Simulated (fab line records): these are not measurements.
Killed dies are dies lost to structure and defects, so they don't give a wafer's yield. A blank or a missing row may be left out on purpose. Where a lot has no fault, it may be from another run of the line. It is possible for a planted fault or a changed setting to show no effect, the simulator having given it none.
A lot that was struck, set against a sound lot -- flow n5-finfet -- 24 steps out of a route of 1938
Sound: the wafers L245.1, L245.3, L245.6. The struck wafers were L257.2, L257.5, L257.6. The cause comes at the end.
Per side, at each step with rows, come the tool, then ch with its chambers, and then its first start. Under that, the readings that differ: sound wafers -- struck wafers -- difference of the means -- sigmas: that difference in standard deviations of wafers without a fault.
alike: a reading whose means differ by less than 2 such deviations, as well as words and numbers matching on both sides. not compared: withheld readings; readings where some wafer has no value; bounds like >300 that might hide an equal value; numbers whose values overlap and for which the record gives no deviation.
Wherever a step has rows on one side only, a row that says differs or no value, or a row with sigmas, the two part there. When numbers do not overlap yet have no deviation, they are printed without sigmas and do not part them. A reading missing from all wafers of one side parts the sides only when that side holds two or more wafers.

N5_BEOL_M8_THK_MEAS_53: measures by xrf.
  sound: film-metro-02 at day 9 20:00; struck: film-metro-01 at day 12 22:41
  alike: M8_THK
then, 1 step without rows for these wafers: N5_BEOL_M8_PRE_CLEAN_55 (time 15 s).
N5_BEOL_M8_DEP_56: deposits SiCN from 3MS/NH3, target thk 10 nm, time 17.5 s.
  sound on pecvd-01 ch 0,1, day 9 20:04; struck on pecvd-01 ch 0,1,2, day 12 22:45
  alike: showerhead-plenum-p-Torr, throttle-valve-pct
N5_BEOL_M8_RS_MEAS_57: a four-point-probe measurement.
  sound: film-metro-02 at day 9 20:10; struck: film-metro-01 at day 12 22:49
  alike: M8_RS
N5_BEOL_M8_INSPECT_58: inspects for defects (darkfield).
  sound: defect-inspect-01 at day 9 20:11; struck: defect-inspect-02 at day 12 22:50
  alike: raw-defect-count
then, 2 steps without rows for these wafers: N5_BEOL_M9_ILD_DEP_00 (deposits SiCOH lowk from DEMS/porogen, target thk 308.51 nm, time 58 s); N5_BEOL_M9_CURE_71 (cures SiCOH lowk, time 240 s).
N5_BEOL_M9_THK_MEAS_01:
  sound: film-metro-02 at day 9 20:49; struck: film-metro-01 at day 12 23:28
  alike: M9_ILD_THK
N5_BEOL_M9_PECVD_70: deposits SiO2 from TEOS/O2, target thk 20 nm, time 22.7 s.
  sound on pecvd-01 ch 0,1, day 9 20:51; struck on pecvd-03 ch 1,2, day 12 23:31
  alike: heater-power-w, showerhead-plenum-p-Torr, throttle-valve-pct
N5_BEOL_M9_HM_DEP_02: deposits TiN, target thk 20 nm.
  sound: pvd-sputter-03 at day 9 22:51; struck: pvd-sputter-03 at day 13 00:26
  alike: throttle-valve-pct
then, 2 steps without rows for these wafers: N5_BEOL_M9_COAT_59 (time 60 s, resist thk 100 nm); N5_BEOL_M9_COAT_60 (time 60 s, resist thk 30 nm).
N5_BEOL_M9_COAT_05: resist thk 90 nm.
  sound on litho-track-04 ch 0, day 9 22:59; struck on litho-track-03 ch 0, day 13 00:34
reading,sound,struck,difference,sigmas
spin-speed-rpm (rpm),1501.4 1500.4 1502.0,1562.9 1559.8 1562.4,+60.4,+55
model.CAR-ArF_of_BEOL_M9_COAT_05.thk-nm (nm),90.2 90 90.4,88.6 88.4 88.4,-1.7,
then, 5 steps without rows for these wafers: N5_BEOL_M9_EBR_07; N5_BEOL_M9_SOFTBAKE_06 (time 60 s); N5_BEOL_M9_EXPOSE_08 (exposes mask M9); N5_BEOL_M9_PEB_09 (peb time 60 s); N5_BEOL_M9_DEVELOP_10 (develop time 30 s).
N5_BEOL_M9_CD_MEAS_11: target cd 64.1 nm.
  sound on cd-sem-02 ch 0, day 9 23:20; struck on cd-sem-03 ch 0, day 13 00:56
  alike: cd-nm
N5_BEOL_M9_OVL_MEAS_12:
  sound on overlay-01 ch 0, day 9 23:22; struck on overlay-02 ch 0, day 13 00:58
  alike: M9_OVL
N5_BEOL_M9_INSPECT_13: inspects for defects (brightfield).
  sound: defect-inspect-02 at day 9 23:24; struck: defect-inspect-02 at day 13 00:59
  alike: raw-defect-count
N5_BEOL_M9_DESCUM_16: chemistry O2, time 7.9 s.
  sound on rie-diel-04 ch 0,1,3, day 9 23:32; struck on rie-diel-02 ch 2,3, day 13 01:05
  alike: drypump-motor-current-A, oes-product-au, rf-vpp-V, showerhead-plenum-p-Torr, throttle-valve-pct
  not compared: rf-hours-counter-h
N5_BEOL_M9_ETCH_61: etches SiARC in CF4, target depth 39 nm, time 65 s.
  sound on rie-diel-04 ch 0,1,3, day 9 23:34; struck on rie-diel-02 ch 2,3, day 13 01:08
reading,sound,struck,difference,sigmas
model.CAR-ArF_of_BEOL_M9_COAT_05.thk-nm (nm),55.6 55.2 55.8,54 53.8 53.8,-2,
  alike: drypump-motor-current-A, etch-rf-on-time-s, oes-product-au, rf-vpp-V, showerhead-plenum-p-Torr, throttle-valve-pct
  not compared: rf-hours-counter-h
N5_BEOL_M9_ETCH_62: etches SOC in N2/H2, target depth 110 nm, overetch 22 nm, time 165 s.
  sound on rie-diel-04 ch 0,1,3, day 9 23:37; struck on rie-diel-02 ch 2,3, day 13 01:11
  alike: drypump-motor-current-A, oes-product-au, rf-vpp-V, showerhead-plenum-p-Torr, throttle-valve-pct
  not compared: rf-hours-counter-h

== WHERE THEY PART ==
Within this record, at N5_BEOL_M9_COAT_05 only. Later steps at which nothing parts them and some readings are alike: N5_BEOL_M9_CD_MEAS_11, N5_BEOL_M9_OVL_MEAS_12, N5_BEOL_M9_INSPECT_13, N5_BEOL_M9_DESCUM_16, N5_BEOL_M9_ETCH_61, N5_BEOL_M9_ETCH_62.

WHY: whatever the simulator had introduced
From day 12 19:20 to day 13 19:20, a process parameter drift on litho-track-03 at N5_BEOL_M9_COAT_05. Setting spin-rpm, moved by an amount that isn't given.
